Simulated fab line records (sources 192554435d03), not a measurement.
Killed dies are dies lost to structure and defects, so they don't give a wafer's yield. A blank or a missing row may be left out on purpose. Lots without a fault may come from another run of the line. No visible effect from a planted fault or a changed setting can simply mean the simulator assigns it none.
Matching of chambers    flow n5 finfet    cmp-01 running N5_BEOL_M9_CMP_52: 4 sister chambers
The step polishes, stops on SiCOH lowk, t overpolish 7 s, target thk 140 nm. 7 wafers are shown with their chamber, then 8 later ones without.

## WAFERS, EACH WITH ITS CHAMBER
wafer   chamber  motor current A (A)  time to endpoint s (s)
L081.3  2        5.0                  67.9
L093.3  3        6.8                  65.6
L093.6  0        7.0                  70.3
L092.1  0        7.0                  71.7
L092.3  1        5.1                  67.5
L092.5  3        6.3                  70.4
L094.1  1        5.2                  66.3

## WAFERS WHOSE CHAMBER IS MISSING
wafer   motor current A (A)  time to endpoint s (s)
L094.2  7.0                  68.5
L094.5  5.1                  67.9
L097.1  4.8                  64.7
L097.2  6.7                  67.1
L097.3  6.9                  68.1
L097.4  5.4                  60.4
L097.5  5.3                  61.1
L097.6  7.0                  69.9

## THE CHAMBER EACH PASSED THROUGH
wafer   from the rows above      in truth
L094.2  can't be placed: 0 or 3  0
L094.5  can't be placed: 2 or 1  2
L097.1  can't be placed: 2 or 1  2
L097.2  can't be placed: 3 or 0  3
L097.3  can't be placed: 0 or 3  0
L097.4  can't be placed: 1 or 2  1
L097.5  can't be placed: 1 or 2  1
L097.6  can't be placed: 0 or 3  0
Correct placement for 0 of the 8. Can't be placed from these rows: 8 (the true chamber is among the candidates in 8). 0 placed wrongly.
How it was worked out, from the rows above alone: a wafer's distance from a chamber is the root of the sum, over the readings, of the square of ((its reading less the chamber's mean) divided by the reading's scatter). If the next closest chamber is less than 2 further off than the closest, the wafer can't be placed; otherwise it belongs to the closest. Each chamber's mean is taken over the wafers shown for it. How the scatter is found: for the shown wafers, subtract from each reading the mean of its chamber, square and add these, divide the total by (wafers less chambers), then take the root.
